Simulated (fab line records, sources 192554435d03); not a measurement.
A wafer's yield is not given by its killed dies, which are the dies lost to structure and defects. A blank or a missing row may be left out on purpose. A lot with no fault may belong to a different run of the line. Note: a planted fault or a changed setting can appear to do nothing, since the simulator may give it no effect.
Which tool did it? / flow n5_finfet / 24 lots with 72 wafers sampled at 2 steps, on a route of 1938 steps

## WHAT THE GAUGES READ, wafer by wafer
N5_MOL_CONTACT_COAG_CD_MEAS_101: target cd 16 nm.
lot=L076; measured=day 6 00:19; on=cd_sem-03; cd_nm (nm)=16.4 15.8 16.3
lot=L075; measured=day 6 00:28; on=cd_sem-01; cd_nm (nm)=16.0 16.3 15.4
lot=L077; measured=day 6 07:41; on=cd_sem-01; cd_nm (nm)=15.8 16.5 15.9
lot=L078; measured=day 6 10:47; on=cd_sem-03; cd_nm (nm)=15.3 15.9 15.8
lot=L074; measured=day 6 12:47; on=cd_sem-01; cd_nm (nm)=15.7 15.8 16.1
lot=L079; measured=day 6 13:04; on=cd_sem-02; cd_nm (nm)=16.0 16.1 15.9
lot=L080; measured=day 6 17:11; on=cd_sem-03; cd_nm (nm)=16.8 16.2 15.6
lot=L081; measured=day 6 19:52; on=cd_sem-02; cd_nm (nm)=16.3 16.5 16.0
lot=L082; measured=day 7 05:13; on=cd_sem-03; cd_nm (nm)=16.0 16.1 15.6
lot=L083; measured=day 7 12:26; on=cd_sem-01; cd_nm (nm)=16.0 16.1 15.8
lot=L084; measured=day 7 20:47; on=cd_sem-02; cd_nm (nm)=15.8 15.5 15.8
lot=L085; measured=day 8 00:29; on=cd_sem-03; cd_nm (nm)=15.8 15.9 15.4
lot=L086; measured=day 8 12:03; on=cd_sem-01; cd_nm (nm)=16.2 16.6 16.1
lot=L087; measured=day 8 18:31; on=cd_sem-03; cd_nm (nm)=15.3 16.1 16.1
lot=L088; measured=day 8 20:43; on=cd_sem-01; cd_nm (nm)=16.0 15.9 16.5
lot=L090; measured=day 9 03:50; on=cd_sem-01; cd_nm (nm)=15.8 15.4 15.5
lot=L089; measured=day 9 06:32; on=cd_sem-02; cd_nm (nm)=16.4 15.7 15.8
lot=L091; measured=day 9 16:19; on=cd_sem-01; cd_nm (nm)=16.4 16.0 15.8
lot=L092; measured=day 9 17:06; on=cd_sem-02; cd_nm (nm)=15.4 16.5 15.6
lot=L093; measured=day 9 21:26; on=cd_sem-03; cd_nm (nm)=15.7 15.2 16.4
lot=L094; measured=day 10 06:04; on=cd_sem-03; cd_nm (nm)=16.0 15.5 16.1
lot=L095; measured=day 10 14:49; on=cd_sem-03; cd_nm (nm)=16.0 16.0 16.2
lot=L096; measured=day 10 23:06; on=cd_sem-03; cd_nm (nm)=15.9 15.8 16.1
lot=L097; measured=day 11 06:34; on=cd_sem-02; cd_nm (nm)=15.6 16.5 16.1

## EACH LOT AND THE TOOL THAT RAN IT (in order: tool; ch and the chambers of the sampled wafers; start)
lot=L076; N5_MOL_CONTACT_COAG_ETCH_48=rie_diel-05 ch 2,3, day 6 00:02
lot=L075; N5_MOL_CONTACT_COAG_ETCH_48=rie_diel-01 ch 0,1,2, day 6 00:11
lot=L077; N5_MOL_CONTACT_COAG_ETCH_48=rie_diel-05 ch 0,1,2, day 6 07:20
lot=L078; N5_MOL_CONTACT_COAG_ETCH_48=rie_diel-05 ch 0,1, day 6 10:29
lot=L074; N5_MOL_CONTACT_COAG_ETCH_48=rie_diel-03 ch 0,3, day 6 12:30
lot=L079; N5_MOL_CONTACT_COAG_ETCH_48=rie_diel-05 ch 2,3, day 6 12:47
lot=L080; N5_MOL_CONTACT_COAG_ETCH_48=rie_diel-05 ch 0,1,3, day 6 16:54
lot=L081; N5_MOL_CONTACT_COAG_ETCH_48=rie_diel-05 ch 1,2,3, day 6 19:35
lot=L082; N5_MOL_CONTACT_COAG_ETCH_48=rie_diel-01 ch 0,1,3, day 7 04:55
lot=L083; N5_MOL_CONTACT_COAG_ETCH_48=rie_diel-05 ch 1,2,3, day 7 12:09
lot=L084; N5_MOL_CONTACT_COAG_ETCH_48=rie_diel-01 ch 1,3, day 7 20:30
lot=L085; N5_MOL_CONTACT_COAG_ETCH_48=rie_diel-01 ch 0,1,3, day 8 00:13
lot=L086; N5_MOL_CONTACT_COAG_ETCH_48=rie_diel-05 ch 2,3, day 8 11:46
lot=L087; N5_MOL_CONTACT_COAG_ETCH_48=rie_diel-01 ch 0,3, day 8 18:12
lot=L088; N5_MOL_CONTACT_COAG_ETCH_48=rie_diel-05 ch 0,2, day 8 20:26
lot=L090; N5_MOL_CONTACT_COAG_ETCH_48=rie_diel-01 ch 0,2, day 9 03:33
lot=L089; N5_MOL_CONTACT_COAG_ETCH_48=rie_diel-03 ch 0,1,3, day 9 06:16
lot=L091; N5_MOL_CONTACT_COAG_ETCH_48=rie_diel-01 ch 2,3, day 9 16:02
lot=L092; N5_MOL_CONTACT_COAG_ETCH_48=rie_diel-05 ch 0,2, day 9 16:49
lot=L093; N5_MOL_CONTACT_COAG_ETCH_48=rie_diel-03 ch 0,2,3, day 9 21:09
lot=L094; N5_MOL_CONTACT_COAG_ETCH_48=rie_diel-01 ch 0,1,2, day 10 05:47
lot=L095; N5_MOL_CONTACT_COAG_ETCH_48=rie_diel-05 ch 0,1,2, day 10 14:32
lot=L096; N5_MOL_CONTACT_COAG_ETCH_48=rie_diel-05 ch 0,1,2, day 10 22:49
lot=L097; N5_MOL_CONTACT_COAG_ETCH_48=rie_diel-05 ch 0,2,3, day 11 06:16
- N5_MOL_CONTACT_COAG_ETCH_48: etches SiOC in C4F6/O2, target depth 15 nm, overetch 4.5 nm, time 17 s.

## WHAT THE TOOLS THEMSELVES READ (means of the sampled wafers that have a number; where no wafer has one, the mark that the record gives instead)
N5_MOL_CONTACT_COAG_ETCH_48.
lot=L076; tool=rie_diel-05; C4F6_flow_sccm (sccm)=9.992; drypump_motor_current_A (A)=5.3; oes_product_au (a.u.)=0.73; rf_vpp_V (V)=1613; showerhead_plenum_p_Torr (Torr)=3.02; throttle_valve_pct (%)=40.7
lot=L075; tool=rie_diel-01; C4F6_flow_sccm (sccm)=9.992; drypump_motor_current_A (A)=5.5; oes_product_au (a.u.)=0.67; rf_vpp_V (V)=1607; showerhead_plenum_p_Torr (Torr)=2.91; throttle_valve_pct (%)=40.4
lot=L077; tool=rie_diel-05; C4F6_flow_sccm (sccm)=9.984; drypump_motor_current_A (A)=5.8; oes_product_au (a.u.)=0.73; rf_vpp_V (V)=1564; showerhead_plenum_p_Torr (Torr)=2.85; throttle_valve_pct (%)=40.7
lot=L078; tool=rie_diel-05; C4F6_flow_sccm (sccm)=10.007; drypump_motor_current_A (A)=5.9; oes_product_au (a.u.)=0.71; rf_vpp_V (V)=1533; showerhead_plenum_p_Torr (Torr)=2.76; throttle_valve_pct (%)=40.7
lot=L074; tool=rie_diel-03; C4F6_flow_sccm (sccm)=9.968; drypump_motor_current_A (A)=5.9; oes_product_au (a.u.)=0.61; rf_vpp_V (V)=1570; showerhead_plenum_p_Torr (Torr)=2.88; throttle_valve_pct (%)=40.9
lot=L079; tool=rie_diel-05; C4F6_flow_sccm (sccm)=9.971; drypump_motor_current_A (A)=4.9; oes_product_au (a.u.)=0.72; rf_vpp_V (V)=1606; showerhead_plenum_p_Torr (Torr)=3.02; throttle_valve_pct (%)=40.8
lot=L080; tool=rie_diel-05; C4F6_flow_sccm (sccm)=10.023; drypump_motor_current_A (A)=5.5; oes_product_au (a.u.)=0.72; rf_vpp_V (V)=1557; showerhead_plenum_p_Torr (Torr)=2.85; throttle_valve_pct (%)=40.9
lot=L081; tool=rie_diel-05; C4F6_flow_sccm (sccm)=10.016; drypump_motor_current_A (A)=5.3; oes_product_au (a.u.)=0.72; rf_vpp_V (V)=1582; showerhead_plenum_p_Torr (Torr)=2.93; throttle_valve_pct (%)=40.7
lot=L082; tool=rie_diel-01; C4F6_flow_sccm (sccm)=10.005; drypump_motor_current_A (A)=5.6; oes_product_au (a.u.)=0.64; rf_vpp_V (V)=1615; showerhead_plenum_p_Torr (Torr)=2.90; throttle_valve_pct (%)=40.5
lot=L083; tool=rie_diel-05; C4F6_flow_sccm (sccm)=9.987; drypump_motor_current_A (A)=5.3; oes_product_au (a.u.)=0.68; rf_vpp_V (V)=1582; showerhead_plenum_p_Torr (Torr)=2.93; throttle_valve_pct (%)=40.7
lot=L084; tool=rie_diel-01; C4F6_flow_sccm (sccm)=9.982; drypump_motor_current_A (A)=5.3; oes_product_au (a.u.)=0.67; rf_vpp_V (V)=1618; showerhead_plenum_p_Torr (Torr)=2.93; throttle_valve_pct (%)=40.6
lot=L085; tool=rie_diel-01; C4F6_flow_sccm (sccm)=10.002; drypump_motor_current_A (A)=5.6; oes_product_au (a.u.)=0.61; rf_vpp_V (V)=1615; showerhead_plenum_p_Torr (Torr)=2.90; throttle_valve_pct (%)=40.5
lot=L086; tool=rie_diel-05; C4F6_flow_sccm (sccm)=9.997; drypump_motor_current_A (A)=4.9; oes_product_au (a.u.)=0.70; rf_vpp_V (V)=1606; showerhead_plenum_p_Torr (Torr)=3.01; throttle_valve_pct (%)=40.8
lot=L087; tool=rie_diel-01; C4F6_flow_sccm (sccm)=10.029; drypump_motor_current_A (A)=5.7; oes_product_au (a.u.)=0.61; rf_vpp_V (V)=1621; showerhead_plenum_p_Torr (Torr)=2.92; throttle_valve_pct (%)=40.5
lot=L088; tool=rie_diel-05; C4F6_flow_sccm (sccm)=10.017; drypump_motor_current_A (A)=5.8; oes_product_au (a.u.)=0.68; rf_vpp_V (V)=1594; showerhead_plenum_p_Torr (Torr)=2.93; throttle_valve_pct (%)=40.7
lot=L090; tool=rie_diel-01; C4F6_flow_sccm (sccm)=10.007; drypump_motor_current_A (A)=5.4; oes_product_au (a.u.)=0.61; rf_vpp_V (V)=1607; showerhead_plenum_p_Torr (Torr)=2.91; throttle_valve_pct (%)=40.3
lot=L089; tool=rie_diel-03; C4F6_flow_sccm (sccm)=9.998; drypump_motor_current_A (A)=5.7; oes_product_au (a.u.)=0.57; rf_vpp_V (V)=1569; showerhead_plenum_p_Torr (Torr)=2.84; throttle_valve_pct (%)=40.8
lot=L091; tool=rie_diel-01; C4F6_flow_sccm (sccm)=10.016; drypump_motor_current_A (A)=5.2; oes_product_au (a.u.)=0.58; rf_vpp_V (V)=1618; showerhead_plenum_p_Torr (Torr)=2.94; throttle_valve_pct (%)=40.5
lot=L092; tool=rie_diel-05; C4F6_flow_sccm (sccm)=9.998; drypump_motor_current_A (A)=6.0; oes_product_au (a.u.)=0.68; rf_vpp_V (V)=1568; showerhead_plenum_p_Torr (Torr)=2.85; throttle_valve_pct (%)=40.8
lot=L093; tool=rie_diel-03; C4F6_flow_sccm (sccm)=9.998; drypump_motor_current_A (A)=5.8; oes_product_au (a.u.)=0.60; rf_vpp_V (V)=1584; showerhead_plenum_p_Torr (Torr)=2.84; throttle_valve_pct (%)=41.2
lot=L094; tool=rie_diel-01; C4F6_flow_sccm (sccm)=9.986; drypump_motor_current_A (A)=5.5; oes_product_au (a.u.)=0.67; rf_vpp_V (V)=1606; showerhead_plenum_p_Torr (Torr)=2.89; throttle_valve_pct (%)=40.5
lot=L095; tool=rie_diel-05; C4F6_flow_sccm (sccm)=9.965; drypump_motor_current_A (A)=5.8; oes_product_au (a.u.)=0.69; rf_vpp_V (V)=1563; showerhead_plenum_p_Torr (Torr)=2.84; throttle_valve_pct (%)=40.7
lot=L096; tool=rie_diel-05; C4F6_flow_sccm (sccm)=9.989; drypump_motor_current_A (A)=5.8; oes_product_au (a.u.)=0.69; rf_vpp_V (V)=1564; showerhead_plenum_p_Torr (Torr)=2.84; throttle_valve_pct (%)=40.7
lot=L097; tool=rie_diel-05; C4F6_flow_sccm (sccm)=9.973; drypump_motor_current_A (A)=5.5; oes_product_au (a.u.)=0.68; rf_vpp_V (V)=1587; showerhead_plenum_p_Torr (Torr)=2.92; throttle_valve_pct (%)=40.8

## THE ANSWER, worked out from the rows above alone
Rule: usual is defined by the lots themselves. Put in order of their means at a reading, lots are off if they are a third of the lots or fewer, leave a main group of 4 or more, and stand apart from it by a gap of 3 or more times the standard deviation of the main group's means; of several such gaps the widest counts. The tables above print the reading to a certain number of digits; a main group whose means all agree to those digits is not used. A lot without any number at a reading at which 4 lots or more have one is off too. All remaining lots with rows at the step are treated as sound. First the gauges in route order, then the tools' own readings, where a lot's mean is used as printed above. The first step at which some lot is off is used, and at that step the reading that is off furthest; a lot without a number counts as furthest.
Across all readings shown, no lot is off: no conclusion can be drawn from this.

## WHAT THE SIMULATOR PUT IN
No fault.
